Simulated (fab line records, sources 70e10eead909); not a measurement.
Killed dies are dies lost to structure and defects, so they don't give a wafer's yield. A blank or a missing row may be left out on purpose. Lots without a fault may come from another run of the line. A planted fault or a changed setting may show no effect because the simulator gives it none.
fab line records | flow nand_harc
record lots=6 wafers=18 last_day=31
route steps=1302 shown P_STI@107 P_GATE@110 END@1302
lots that met no fault: from a run of the same line without faults
start_h: hours from the record's first day to the start of the lot's first wafer shown | wait_h: hours since the lot's step before | " the same as in the row above | L1.1+2: a row that stands for several wafers | - no value, or no start given | * or withheld: withheld | < > ~ a bound
route shown NAME@n: a module of which the file shows steps, and the number in the route of the first | usual: mean/standard deviation of fault-free wafers | same: alike in all rows | chamber/n: place in a boat | sites: the reading at each site | _std_site: their standard deviation | _edge_site: outer sites' mean less inner sites' | radius_mm: how far each site lies from the wafer's centre | mask NAME#n: copy n | behind: the tool/chamber that last shaped the wafer | hold: why the lot was held/for how many hours/how that ended | device: the transistor (n, p or np) that didn't switch | end of line: the same wafers' tests at the end of the route | a step without rows: its recipe alone | killed: dies lost to structure and defects at the first sort, not the wafer's yield | map: a wafer's dies, x killed, . not, _ none there
set.NAME: the setting as run; set.NAME@STEP: as run at that earlier step | model.NAME: the simulator's own value behind a step, which no gauge read
lots at some steps of the route; a table a step, a row a wafer
services: from which hour (start_h, from the record's first day; less than 0 if before it) a tool's chamber was out of use, for how many hours, and why
## steps
# step NHARC_P_STI_SRD_39
# step NHARC_P_STI_OXIDE_40
# recipe target_thk_a=100 temp_c=900 ox_time_s=1362 material=SiO2
# step NHARC_P_STI_INSPECT_25
# usual raw_defect_count=213/81
# columns lot.wafer tool chamber start_h wait_h raw_defect_count
L492.1 defect_inspect-01 - 70.04 0.4 219
L492.4 " - " " 255
L492.6 " - " " 227
L493.2 defect_inspect-02 - 84.64 0.4 141
L493.5 " - " " 163
L493.6 " - " " 250
L503.1 defect_inspect-02 - 179.40 0.4 181
L503.2 " - " " 180
L503.5 " - " " 171
L504.2 defect_inspect-02 - 189.27 0.4 144
L504.5 " - " " 256
L504.6 " - " " 201
L506.1 defect_inspect-01 - 214.57 0.4 176
L506.2 " - " " 245
L506.6 " - " " 104
L505.3 defect_inspect-02 - 214.59 0.4 266
L505.4 " - " " 217
L505.6 " - " " 265
# step NHARC_P_GATE_ETCH_69
# recipe target_depth_a=140 chemistry=dHF material=SiO2
# step NHARC_P_GATE_PRECLEAN_70
# recipe time_s=* temp_c=50 bath_age_min=0 chemistry=SC1
# step NHARC_P_GATE_SRD_01
# step NHARC_P_GATE_OXIDE_02
# recipe target_thk_a=375 temp_c=950 p_h2o_torr=720 ox_time_s=365 material=SiO2
# step NHARC_P_GATE_DEHYDRATE_03
# recipe temp_c=150 time_s=120
# step NHARC_P_GATE_HMDS_04
# recipe time_s=30
# step NHARC_P_GATE_COAT_05
# recipe spin_rpm=4690
# step NHARC_P_GATE_SOFTBAKE_06
# recipe temp_c=122 time_s=95
# step NHARC_P_GATE_EBR_07
# step NHARC_P_GATE_EXPOSE_08
# recipe na=0.6 dose_mj=16.75 mask_id=P_HV
# columns lot.wafer tool chamber start_h wait_h mask model.P_GATE.overlay_x_nm
L492.1+4+6 krf_scanner-02 0 78.93 - P_HV#0 -10.87
L493.2+5+6 krf_scanner-02 0 92.79 - P_HV#0 6.543
L503.1+2+5 krf_scanner-02 0 187.79 - P_HV#0 204.6
L504.2+5+6 krf_scanner-02 0 197.48 - P_HV#0 208.9
L505.3+4+6 krf_scanner-04 0 223.02 - P_HV#0 2.998
L506.1+2+6 krf_scanner-01 0 223.17 - P_HV#0 2.364
# step NHARC_P_GATE_PEB_09
# recipe peb_temp_c=118 peb_time_s=85
# step NHARC_P_GATE_DEVELOP_10
# recipe time_s=70
# step NHARC_P_GATE_CD_MEAS_11
# recipe target_cd_nm=1640 landing_energy_ev=500
# usual cd_nm=1639.9/1.6
# columns lot.wafer tool chamber start_h wait_h cd_nm
L492.1 cd_sem-03 0 79.09 - 1640.0
L492.4 " 0 " " 1638.0
L492.6 " 0 " " 1639.3
L493.2 cd_sem-01 0 92.95 - 1641.0
L493.5 " 0 " " 1638.6
L493.6 " 0 " " 1639.6
L503.1 cd_sem-03 0 187.95 - 1639.1
L503.2 " 0 " " 1639.6
L503.5 " 0 " " 1641.9
L504.2 cd_sem-02 0 197.63 - 1638.8
L504.5 " 0 " " 1640.4
L504.6 " 0 " " 1641.0
L505.3 cd_sem-02 0 223.17 - 1641.5
L505.4 " 0 " " 1640.1
L505.6 " 0 " " 1641.0
L506.1 cd_sem-01 0 223.33 - 1641.2
L506.2 " 0 " " 1641.2
L506.6 " 0 " " 1639.6
# step NHARC_P_GATE_HARDBAKE_12
# recipe temp_c=125 time_s=80
# step NHARC_P_GATE_DESCUM_13
# recipe time_s=3 o2_flow_sccm=200 ar_flow_sccm=0 bias_power_w=0 chemistry=O2
# usual drypump_motor_current_A=5.8/0.43 oes_product_au=0.998/0.0084 rf_vpp_V=57.7/0.92 showerhead_plenum_p_Torr=1.90/0.075 throttle_valve_pct=11.311/0.009
# columns lot.wafer tool chamber start_h wait_h drypump_motor_current_A oes_product_au rf_hours_counter_h rf_vpp_V showerhead_plenum_p_Torr throttle_valve_pct
L492.4 rie_diel-09 2 79.25 - 6.3 0.990 3.9 57.0 1.95 11.315
L492.1 " 0 " " 6.2 1.000 4.5 56.2 1.78 11.309
L492.6 " 2 " " 6.3 1.002 - 58.2 1.95 11.303
L493.2 rie_diel-05 2 93.14 - 5.0 0.995 1.2 58.1 1.89 11.316
L493.6 " 3 " " 6.1 0.994 - 57.4 1.80 11.316
L493.5 " 0 " " 6.0 1.008 - 58.8 1.97 11.308
L503.1 rie_diel-11 0 188.11 - 5.8 1.002 5.3 57.6 1.97 11.323
L503.2 " 3 " " 6.3 1.017 4.5 57.9 2.01 11.303
L503.5 " 0 " " 5.7 0.998 - 56.9 1.97 11.298
L504.2 rie_diel-11 3 197.83 - 6.3 1.005 4.7 55.5 2.01 11.328
L504.6 " 0 " " 5.7 0.991 - 57.3 1.97 11.319
L504.5 " 1 " " 5.6 1.000 - 56.4 1.78 11.306
L505.4 rie_diel-11 1 223.32 - 5.5 0.998 6.5 57.9 1.78 11.323
L505.3 " 3 " " 6.3 1.005 6.1 58.3 2.01 11.315
L505.6 " 2 " " 5.4 0.997 - 57.7 1.88 11.320
L506.1 rie_diel-05 2 223.49 - 5.0 0.996 10.6 57.0 1.89 11.309
L506.2 " 0 " " 6.0 0.993 11.3 57.3 1.96 11.312
L506.6 " 2 " " 5.0 1.005 - 56.3 1.89 11.310
# step NHARC_P_GATE_ETCH_14
# recipe target_depth_a=488 chemistry=dHF material=SiO2
# step NHARC_P_GATE_STRIP_15
# recipe time_s=780 temp_c=130 chemistry=SPM
# step NHARC_P_GATE_PRECLEAN_71
# recipe time_s=* temp_c=50 bath_age_min=0 chemistry=SC1
# step NHARC_P_GATE_SRD_72
# step NHARC_P_GATE_OXIDE_16
# recipe target_thk_a=30 temp_c=875 ox_time_s=392 material=SiO2
# step NHARC_P_GATE_CVD_17
# recipe target_thk_a=1500 temp_c=620 time_s=900 material=poly-Si
# step NHARC_P_GATE_HM_DEP_102
# recipe target_thk_a=1200 temp_c=400 material=aC
# step NHARC_P_GATE_DEP_103
# recipe target_thk_a=300 target_thk_nm=30 temp_c=400 flow_sccm=200 rf_w=350 material=SiON
# usual heater_power_w=757/79
# columns lot.wafer tool chamber start_h wait_h heater_power_w
L492.1 pecvd-03 2 93.07 0.6 773
L492.4 " 1 " " 831
L492.6 " 2 " " 757
L493.2 pecvd-02 1 106.70 0.5 822
L493.5 " 0 " " 744
L493.6 " 1 " " 815
L503.2 pecvd-02 2 201.87 0.5 735
L503.1 " 0 " " 722
L503.5 " 2 " " 736
L504.2 pecvd-02 1 210.82 0.5 734
L504.5 " 2 " " 718
L504.6 " 1 " " 722
L506.2 pecvd-01 0 237.00 0.5 904
L506.1 " 2 " " 612
L506.6 " 2 " " 601
L505.3 pecvd-03 0 237.94 0.6 724
L505.4 " 2 " " 875
L505.6 " 0 " " 721
# step NHARC_P_GATE_DEHYDRATE_18
# recipe temp_c=150 time_s=120
# step NHARC_P_GATE_HMDS_19
# recipe time_s=30
# step NHARC_P_GATE_COAT_20
# recipe spin_rpm=1500 resist_thk_nm=90
# step NHARC_P_GATE_SOFTBAKE_21
# recipe temp_c=105 time_s=55
# step NHARC_P_GATE_EBR_22
# step NHARC_P_GATE_EXPOSE_23
# recipe na=1.35 target_cd_nm=120 dose_mj=93.91 mask_id=P_GATE
# step NHARC_P_GATE_PEB_24
# recipe peb_temp_c=100 peb_time_s=65
# step NHARC_P_GATE_DEVELOP_25
# recipe develop_time_s=35 dev_temp_c=23
# step NHARC_P_GATE_CD_MEAS_26
# recipe target_cd_nm=120 landing_energy_ev=500
# usual cd_nm=119.7/0.7
# columns lot.wafer tool chamber start_h wait_h cd_nm
L492.1 cd_sem-01 0 93.69 - 118.9
L492.4 " 0 " " 119.8
L492.6 " 0 " " 119.3
L493.2 cd_sem-03 0 107.23 - 119.6
L493.5 " 0 " " 120.1
L493.6 " 0 " " 118.9
L503.1 cd_sem-03 0 202.40 - 119.5
L503.2 " 0 " " 121.2
L503.5 " 0 " " 120.1
L504.2 cd_sem-01 0 211.33 - 119.1
L504.5 " 0 " " 119.2
L504.6 " 0 " " 119.3
L506.1 cd_sem-03 0 237.68 - 120.4
L506.2 " 0 " " 120.8
L506.6 " 0 " " 119.3
L505.3 cd_sem-02 0 238.57 - 119.1
L505.4 " 0 " " 118.9
L505.6 " 0 " " 119.4
# step NHARC_P_GATE_OVL_MEAS_27
# usual overlay_x_nm=0.0/0.88 overlay_y_nm=-0.1/0.72
# columns lot.wafer tool chamber start_h wait_h overlay_x_nm overlay_y_nm
L492.1 overlay-01 - 93.78 - -0.6 -0.3
L492.4 " - " " -0.5 -0.4
L492.6 " - " " -0.9 -0.1
L493.2 overlay-02 - 107.31 - -0.4 -0.3
L493.5 " - " " 0.2 -0.1
L493.6 " - " " -0.3 -0.4
L503.1 overlay-02 - 202.49 - 2.1 0.1
L503.2 " - " " 1.4 -0.7
L503.5 " - " " 1.1 -0.6
L504.2 overlay-02 - 211.43 - 0.0 -1.2
L504.5 " - " " -0.2 -0.9
L504.6 " - " " -0.4 -1.1
L506.1 overlay-01 - 237.77 - 0.2 -0.4
L506.2 " - " " 0.2 -0.8
L506.6 " - " " -0.1 -0.6
L505.3 overlay-01 - 238.65 - 1.7 1.6
L505.4 " - " " 1.5 1.3
L505.6 " - " " 1.4 1.7
# step NHARC_P_GATE_INSPECT_28
# usual raw_defect_count=6/3.1
# columns lot.wafer tool chamber start_h wait_h raw_defect_count
L492.1 defect_inspect-02 - 93.81 0.0 7
L492.4 " - " " 6
L492.6 " - " " 9
L493.2 defect_inspect-01 - 107.35 0.0 7
L493.5 " - " " 6
L493.6 " - " " 5
L503.1 defect_inspect-01 - 202.52 0.0 4
L503.2 " - " " 7
L503.5 " - " " 4
L504.2 defect_inspect-02 - 211.46 0.0 9
L504.5 " - " " 4
L504.6 " - " " 4
L506.1 defect_inspect-01 - 237.80 0.0 8
L506.2 " - " " 8
L506.6 " - " " 5
L505.3 defect_inspect-01 - 238.69 0.0 8
L505.4 " - " " 4
L505.6 " - " " 3
# step NHARC_P_GATE_DESCUM_31
# recipe time_s=3 o2_flow_sccm=200 ar_flow_sccm=0 bias_power_w=0 chemistry=O2
# usual drypump_motor_current_A=5.8/0.46 oes_product_au=0.998/0.01 rf_vpp_V=57.7/0.85 showerhead_plenum_p_Torr=1.90/0.072 throttle_valve_pct=11.311/0.0097
# columns lot.wafer tool chamber start_h wait_h drypump_motor_current_A oes_product_au rf_hours_counter_h rf_vpp_V showerhead_plenum_p_Torr throttle_valve_pct
L492.1 rie_diel-05 2 93.87 0.1 5.0 1.003 1.2 57.8 1.89 11.310
L492.4 " 1 " " 5.6 1.002 2.1 60.0 1.95 11.292
L492.6 " 3 " " 6.1 0.992 - 58.1 1.80 11.302
L493.2 rie_diel-05 0 107.43 0.1 6.0 0.996 2.6 57.6 1.97 11.307
L493.5 " 2 " " 5.1 1.014 - 59.2 1.89 11.312
L493.6 " 3 " " 6.1 0.991 - 56.7 1.80 11.312
L503.1 rie_diel-09 1 202.60 0.1 5.2 0.996 1.2 57.5 1.87 11.313
L503.2 " 3 " " 6.4 0.987 1.9 58.4 1.89 11.301
L503.5 " 2 " " 6.3 0.985 - 57.1 1.95 11.321
L504.2 rie_diel-11 3 211.53 0.1 6.3 1.006 4.9 58.7 2.01 11.313
L504.6 " 3 " " 6.3 1.010 - 59.6 2.01 11.304
L504.5 " 0 " " 5.7 0.994 - 58.8 1.97 11.313
L506.1 rie_diel-09 0 237.87 0.1 6.2 0.996 3.4 57.2 1.78 11.318
L506.2 " 2 " " 6.3 0.992 3.1 58.2 1.95 11.319
L506.6 " 1 " " 5.2 0.998 - 56.1 1.87 11.307
L505.3 rie_diel-09 0 238.77 0.1 6.2 0.991 3.5 58.6 1.78 11.298
L505.4 " 1 " " 5.2 0.998 3.2 57.5 1.87 11.324
L505.6 " 3 " " 6.5 0.980 - 57.5 1.89 11.286
# step NHARC_P_GATE_ETCH_104
# recipe target_depth_a=600 time_s=withheld cf4_flow_sccm=100 chf3_flow_sccm=30 ar_flow_sccm=0 rf_w=500 bias_w=200 chemistry=CF4/CHF3
# step NHARC_P_GATE_HM_OPEN_105
# recipe target_depth_a=3600 o2_flow_sccm=400 cos_flow_sccm=20 ar_flow_sccm=0 rf_w=500 bias_w=300 chemistry=O2/COS
# usual drypump_motor_current_A=5.8/0.46 oes_product_au=0.998/0.011 rf_vpp_V=466.7/2.6 showerhead_plenum_p_Torr=3.09/0.11 throttle_valve_pct=28.329/0.009
# columns lot.wafer tool chamber start_h wait_h drypump_motor_current_A oes_product_au rf_hours_counter_h rf_vpp_V showerhead_plenum_p_Torr throttle_valve_pct
L492.4 rie_diel-05 0 - - 6.0 0.999 2.0 468.6 3.20 28.341
L492.1 " 1 " " 5.5 1.008 2.1 468.3 3.18 28.332
L492.6 " 3 " " 6.1 1.001 - 462.8 2.95 28.337
L493.2 rie_diel-05 3 - - 6.1 0.998 2.7 463.6 2.95 28.325
L493.5 " 0 " " 6.0 0.997 - 469.7 3.20 28.325
L493.6 " 1 " " 5.6 1.004 - 466.6 3.17 28.330
L503.2 rie_diel-09 0 - - 6.2 1.009 1.4 463.4 2.91 28.321
L503.1 " 1 " " 5.2 1.020 1.2 465.5 3.06 28.335
L503.5 " 1 " " 5.2 1.016 - 465.5 3.06 28.355
L504.2 rie_diel-11 1 - - 5.5 0.996 5.9 461.8 2.92 28.330
L504.6 " 0 " " 5.8 0.981 - 468.8 3.22 28.325
L504.5 " 1 " " 5.6 1.000 - 462.3 2.92 28.330
L506.1 rie_diel-09 3 - - 6.5 0.985 4.1 467.6 3.09 28.319
L506.2 " 0 " " 6.2 0.992 3.4 463.2 2.91 28.338
L506.6 " 0 " " 6.2 0.973 - 464.0 2.91 28.340
L505.3 rie_diel-09 0 - - 6.2 0.989 3.5 461.2 2.91 28.315
L505.4 " 1 " " 5.2 0.991 3.2 466.8 3.06 28.334
L505.6 " 0 " " 6.2 0.982 - 463.4 2.91 28.322
# step NHARC_P_GATE_STRIP_106
# recipe o2_flow_sccm=400 cos_flow_sccm=20 ar_flow_sccm=0 bias_w=0 chemistry=O2/COS
# step NHARC_P_GATE_ETCH_114
# recipe target_depth_a=300 overetch_a=30 time_s=16.5 ion_energy_ev=100 cf4_flow_sccm=80 o2_flow_sccm=20 ar_flow_sccm=0 rf_w=300 bias_w=100 chemistry=CF4/O2
# usual drypump_motor_current_A=5.8/0.47 oes_product_au=0.998/0.0099 rf_vpp_V=197.5/1.3 showerhead_plenum_p_Torr=1.32/0.05 throttle_valve_pct=13.397/0.0088
# columns lot.wafer tool chamber start_h wait_h drypump_motor_current_A oes_product_au rf_hours_counter_h rf_vpp_V showerhead_plenum_p_Torr throttle_valve_pct
L492.4 rie_diel-05 2 - - 5.0 0.996 1.2 197.2 1.32 13.395
L492.1 " 3 " " 6.1 0.998 2.0 195.5 1.26 13.403
L492.6 " 2 " " 5.0 0.999 - 196.9 1.32 13.385
L493.2 rie_diel-05 1 - - 5.6 1.018 3.3 198.5 1.36 13.399
L493.6 " 0 " " 6.0 0.992 - 198.4 1.37 13.398
L493.5 " 1 " " 5.6 1.016 - 198.8 1.36 13.401
L503.2 rie_diel-09 1 - - 5.2 1.000 1.2 197.3 1.31 13.407
L503.1 " 3 " " 6.5 0.991 2.0 198.0 1.32 13.383
L503.5 " 1 " " 5.2 0.999 - 196.7 1.31 13.400
L504.2 rie_diel-11 2 - - 5.4 0.996 5.4 198.3 1.31 13.381
L504.6 " 3 " " 6.3 1.009 - 198.6 1.40 13.398
L504.5 " 0 " " 5.7 0.985 - 198.1 1.38 13.405
L506.2 rie_diel-09 2 - - 6.3 0.989 3.1 197.6 1.36 13.406
L506.1 " 0 " " 6.2 0.987 3.5 196.1 1.24 13.386
L506.6 " 2 " " 6.3 0.991 - 198.3 1.36 13.399
L505.4 rie_diel-09 2 - - 6.3 0.992 3.2 199.6 1.36 13.400
L505.3 " 3 " " 6.4 0.994 4.2 198.4 1.32 13.393
L505.6 " 2 " " 6.3 0.994 - 198.4 1.36 13.395
# step NHARC_END_SORT_01
# recipe temp_c=25
# usual killed_at_array=54/18 killed_at_other=0.9/1.2 killed_at_periphery=4.4/2.9 killed_dies=59/18 killed_open=3.2/1.8 killed_short=2.6/1.8
# same gross_dies=677
# columns lot.wafer tool chamber start_h wait_h hold killed_at_array killed_at_other killed_at_periphery killed_dies killed_open killed_short
L492.1 prober-01 0 581.64 2.5 - 26 0 2 28 5 2
L492.4 prober-01 0 584.08 3.5 - 18 2 3 23 3 0
L492.6 prober-01 0 585.71 4.1 - 28 0 3 31 2 1
L503.1 prober-01 0 712.55 2.5 await_dispo/2.3h/scrap 57 0 620 677 4 1
L503.2 prober-01 0 713.36 2.8 await_dispo/2.3h/scrap 56 1 620 677 2 8
L503.5 prober-01 0 715.79 3.7 await_dispo/2.3h/scrap 51 1 625 677 2 0
L504.2 prober-01 0 721.26 2.8 await_dispo/5.7h/scrap 41 0 636 677 4 3
L504.5 prober-01 0 723.67 3.7 await_dispo/5.7h/scrap 57 1 619 677 5 3
L504.6 prober-01 0 724.47 4.0 await_dispo/5.7h/scrap 62 0 615 677 6 3
L506.1 prober-01 0 728.25 2.5 - 58 1 3 62 1 2
L506.2 prober-01 0 729.07 2.8 - 73 0 7 80 4 6
L506.6 prober-01 0 732.36 4.1 - 64 0 4 68 3 4
L505.3 prober-02 0 729.79 3.1 - 50 0 5 55 4 3
L505.4 prober-02 0 730.58 3.4 - 31 1 2 34 2 2
L505.6 prober-02 0 732.16 4.0 - 50 1 2 53 4 3
# killed by level:class
L492.1 A_SGD_CUT:chamber_film_flake=6 A_CONTACT:chamber_film_flake=6 A_STAIRCASE:chamber_film_flake=3 A_CHANNEL_HOLE_D2:chamber_film_flake=2 P_M2:geometric_particle:open=1 A_CHANNEL_HOLE_D1:geometric_particle:open=1 A_WL_FILL:geometric_particle:short=1 A_CHANNEL_HOLE_D2:geometric_particle:open=1
L492.4 A_CHANNEL_HOLE_D2:chamber_film_flake=4 A_SGD_CUT:chamber_film_flake=4 A_STAIRCASE:chamber_film_flake=3 A_CONTACT:chamber_film_flake=3 P_M1:geometric_particle:open=2 STARTING-WAFER:geometric_particle:open=1 P_STI:chamber_film_flake=1 A_ZERO_WELL:chamber_film_flake=1
L492.6 A_SGD_CUT:chamber_film_flake=12 A_CONTACT:chamber_film_flake=4 A_CHANNEL_HOLE_D2:chamber_film_flake=3 A_WL_FILL:chamber_film_flake=3 P_M1:chamber_film_flake=2 P_CONTACT:geometric_particle:open=1 A_ONON_D2:geometric_particle:short=1 A_CHANNEL_HOLE_D2:geometric_particle:open=1
L503.1 P_GATE:overlay=617 A_CHANNEL_HOLE_D2:chamber_film_flake=22 A_CHANNEL_HOLE_D1:chamber_film_flake=21 A_STAIRCASE:chamber_film_flake=4 A_CONTACT:chamber_film_flake=2 P_M0:geometric_particle:open=1 A_CHANNEL_HOLE_D2:geometric_particle:open=1 A_CHANNEL_FILL_D2:geometric_particle:short=1
L503.2 P_GATE:overlay=619 A_CHANNEL_HOLE_D2:chamber_film_flake=20 A_CHANNEL_HOLE_D1:chamber_film_flake=15 A_CHANNEL_FILL_D1:chamber_film_flake=3 A_STAIRCASE:chamber_film_flake=3 A_ONON_D1:geometric_particle:short=2 A_WL_FILL:geometric_particle:short=2 A_CONTACT:chamber_film_flake=2
L503.5 P_GATE:overlay=623 A_CHANNEL_HOLE_D2:chamber_film_flake=25 A_CHANNEL_HOLE_D1:chamber_film_flake=16 A_STAIRCASE:chamber_film_flake=3 A_CHANNEL_FILL_D1:chamber_film_flake=2 A_CONTACT:chamber_film_flake=2 P_GATE:geometric_particle:open=1 A_BLC:geometric_particle:open=1
L504.2 P_GATE:overlay=633 A_CHANNEL_HOLE_D2:chamber_film_flake=22 A_CHANNEL_HOLE_D1:chamber_film_flake=4 A_STAIRCASE:chamber_film_flake=3 A_CHANNEL_HOLE_D2:geometric_particle:open=2 A_SLIT:chamber_film_flake=2 A_CONTACT:chamber_film_flake=2 P_CONTACT:geometric_particle:short=1
L504.5 P_GATE:overlay=615 A_CHANNEL_HOLE_D2:chamber_film_flake=23 A_CONTACT:chamber_film_flake=8 A_STAIRCASE:chamber_film_flake=7 A_SLIT:chamber_film_flake=6 A_CHANNEL_HOLE_D1:chamber_film_flake=5 A_M0:geometric_particle:open=2 P_GATE:geometric_particle:open=1
L504.6 P_GATE:overlay=612 A_CHANNEL_HOLE_D2:chamber_film_flake=24 A_CHANNEL_HOLE_D1:chamber_film_flake=7 A_SLIT:chamber_film_flake=7 A_CONTACT:chamber_film_flake=7 A_STAIRCASE:chamber_film_flake=6 A_WL_FILL:chamber_film_flake=3 A_WL_FILL:geometric_particle:open=2
L506.1 A_SLIT:chamber_film_flake=32 A_CHANNEL_HOLE_D1:chamber_film_flake=23 P_BONDPAD:chamber_film_flake=2 A_ONON_D1:geometric_particle:short=1 A_CHANNEL_FILL_D2:geometric_particle:open=1 A_WL_FILL:geometric_particle:short=1 P_GATE:chamber_film_flake=1 THIN_TSV:chamber_film_flake=1
L506.2 A_SLIT:chamber_film_flake=34 A_CHANNEL_HOLE_D1:chamber_film_flake=30 P_CONTACT:geometric_particle:short=2 A_ONON_D1:geometric_particle:short=2 P_GATE:chamber_film_flake=2 A_CONTACT:chamber_film_flake=2 P_M0:geometric_particle:short=1 P_M0:geometric_particle:open=1
L505.3 A_CHANNEL_HOLE_D2:chamber_film_flake=19 A_CHANNEL_HOLE_D1:chamber_film_flake=10 A_SLIT:chamber_film_flake=7 A_CONTACT:chamber_film_flake=5 P_BONDPAD:chamber_film_flake=4 A_M0:geometric_particle:open=2 P_M0:geometric_particle:short=1 A_CHANNEL_FILL_D1:geometric_particle:short=1
L505.4 A_CHANNEL_HOLE_D2:chamber_film_flake=16 A_CHANNEL_HOLE_D1:chamber_film_flake=4 A_SLIT:chamber_film_flake=3 A_CONTACT:chamber_film_flake=3 P_M0:geometric_particle:open=1 A_WL_FILL:geometric_particle:short=1 A_M0:geometric_particle:open=1 P_BONDPAD:chamber_film_flake=1
L505.6 A_CHANNEL_HOLE_D2:chamber_film_flake=18 A_CHANNEL_HOLE_D1:chamber_film_flake=9 A_SLIT:chamber_film_flake=6 A_CONTACT:chamber_film_flake=5 A_DECK1_JOINT:chamber_film_flake=2 P_M0:geometric_particle:short=1 A_SOURCE_PLATE:geometric_particle:open=1 A_ONON_D1:geometric_particle:open=1
L506.6 A_SLIT:chamber_film_flake=31 A_CHANNEL_HOLE_D1:chamber_film_flake=21 A_CHANNEL_FILL_D1:geometric_particle:short=2 P_GATE:chamber_film_flake=2 A_ZERO_WELL:chamber_film_flake=2 A_CONTACT:chamber_film_flake=2 P_STI:geometric_particle:short=1 A_ONON_D1:geometric_particle:short=1
# map L503.1 (x killed, . not)
____________x____________
_________xxxxxxx_________
_______xxxxxxxxxxx_______
______xxxxxxxxxxxxx______
_____xxxxxxxxxxxxxxx_____
____xxxxxxxxxxxxxxxxx____
____xxxxxxxxxxxxxxxxx____
___xxxxxxxxxxxxxxxxxxx___
___xxxxxxxxxxxxxxxxxxx___
__xxxxxxxxxxxxxxxxxxxxx__
__xxxxxxxxxxxxxxxxxxxxx__
_xxxxxxxxxxxxxxxxxxxxxxx_
_xxxxxxxxxxxxxxxxxxxxxxx_
_xxxxxxxxxxxxxxxxxxxxxxx_
_xxxxxxxxxxxxxxxxxxxxxxx_
_xxxxxxxxxxxxxxxxxxxxxxx_
xxxxxxxxxxxxxxxxxxxxxxxxx
xxxxxxxxxxxxxxxxxxxxxxxxx
xxxxxxxxxxxxxxxxxxxxxxxxx
xxxxxxxxxxxxxxxxxxxxxxxxx
xxxxxxxxxxxxxxxxxxxxxxxxx
_xxxxxxxxxxxxxxxxxxxxxxx_
_xxxxxxxxxxxxxxxxxxxxxxx_
_xxxxxxxxxxxxxxxxxxxxxxx_
_xxxxxxxxxxxxxxxxxxxxxxx_
_xxxxxxxxxxxxxxxxxxxxxxx_
__xxxxxxxxxxxxxxxxxxxxx__
__xxxxxxxxxxxxxxxxxxxxx__
___xxxxxxxxxxxxxxxxxxx___
___xxxxxxxxxxxxxxxxxxx___
____xxxxxxxxxxxxxxxxx____
____xxxxxxxxxxxxxxxxx____
_____xxxxxxxxxxxxxxx_____
______xxxxxxxxxxxxx______
_______xxxxxxxxxxx_______
_________xxxxxxx_________
____________x____________
# map L504.2 (x killed, . not)
____________x____________
_________xxxxxxx_________
_______xxxxxxxxxxx_______
______xxxxxxxxxxxxx______
_____xxxxxxxxxxxxxxx_____
____xxxxxxxxxxxxxxxxx____
____xxxxxxxxxxxxxxxxx____
___xxxxxxxxxxxxxxxxxxx___
___xxxxxxxxxxxxxxxxxxx___
__xxxxxxxxxxxxxxxxxxxxx__
__xxxxxxxxxxxxxxxxxxxxx__
_xxxxxxxxxxxxxxxxxxxxxxx_
_xxxxxxxxxxxxxxxxxxxxxxx_
_xxxxxxxxxxxxxxxxxxxxxxx_
_xxxxxxxxxxxxxxxxxxxxxxx_
_xxxxxxxxxxxxxxxxxxxxxxx_
xxxxxxxxxxxxxxxxxxxxxxxxx
xxxxxxxxxxxxxxxxxxxxxxxxx
xxxxxxxxxxxxxxxxxxxxxxxxx
xxxxxxxxxxxxxxxxxxxxxxxxx
xxxxxxxxxxxxxxxxxxxxxxxxx
_xxxxxxxxxxxxxxxxxxxxxxx_
_xxxxxxxxxxxxxxxxxxxxxxx_
_xxxxxxxxxxxxxxxxxxxxxxx_
_xxxxxxxxxxxxxxxxxxxxxxx_
_xxxxxxxxxxxxxxxxxxxxxxx_
__xxxxxxxxxxxxxxxxxxxxx__
__xxxxxxxxxxxxxxxxxxxxx__
___xxxxxxxxxxxxxxxxxxx___
___xxxxxxxxxxxxxxxxxxx___
____xxxxxxxxxxxxxxxxx____
____xxxxxxxxxxxxxxxxx____
_____xxxxxxxxxxxxxxx_____
______xxxxxxxxxxxxx______
_______xxxxxxxxxxx_______
_________xxxxxxx_________
____________x____________
## services
# columns tool chamber start_h hours kind
rie_diel-05 2 62.09 2.0 repair
rie_diel-11 1 63.58 8.8 repair
rie_diel-05 2 67.74 4.4 repair
pecvd-02 0 73.59 10.1 repair
krf_scanner-02 - 74.36 0.4 repair
rie_diel-11 - 78.53 9.0 pm
krf_scanner-02 - 86.08 5.8 repair
rie_diel-11 3 91.01 13.8 repair
rie_diel-05 - 93.57 0.3 repair
krf_scanner-02 - 94.00 4.0 pm
pecvd-01 0 114.96 6.1 repair
rie_diel-05 3 116.29 26.1 repair
rie_diel-09 - 119.27 0.5 repair
krf_scanner-02 - 126.58 2.2 repair
rie_diel-09 2 129.48 5.1 repair
rie_diel-09 - 143.11 9.0 pm
krf_scanner-02 - 143.32 0.5 repair
rie_diel-11 2 148.60 10.1 repair
pecvd-02 - 151.43 2.5 repair
pecvd-03 - 185.00 13.0 pm
rie_diel-11 - 190.99 0.2 repair
rie_diel-09 2 218.31 4.3 repair
pecvd-02 - 227.48 13.0 pm
rie_diel-05 - 229.60 9.0 pm
## key
first_sign step=NHARC_END_SORT_01 reading=killed_at_periphery direction=up sigmas=99+ usual=4.4 struck=622.5
effect step=NHARC_END_SORT_01 reading=killed_dies direction=up sigmas=34 usual=59 struck=677
model_effect step=NHARC_P_GATE_EXPOSE_08 value=P_GATE.overlay_x_nm without=4.079 struck=206.8
more_kills_born_at NHARC_P_GATE_EXPOSE_08@krf_scanner-02=3719
met_at NHARC_P_GATE_EXPOSE_08
struck_wafers L503.1,L503.2,L503.5,L504.2,L504.5,L504.6
tester_left_out L503,L504
onset_between 92.79 187.79
also_fits NHARC_P_GATE_DEP_103:pecvd-02
fault kind=scanner_matching_overlay tool=krf_scanner-02 chamber=- onset_h=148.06 steps=NHARC_P_GATE_EXPOSE_08 offset=202.67
# tester_left_out: of these lots the tester's yield and bins aren't shown, on N5 and GAA mostly nor the transistor test; their killed dies are dies lost to structure and defects alone, not to doping, threshold or leakage, so they don't give the yield
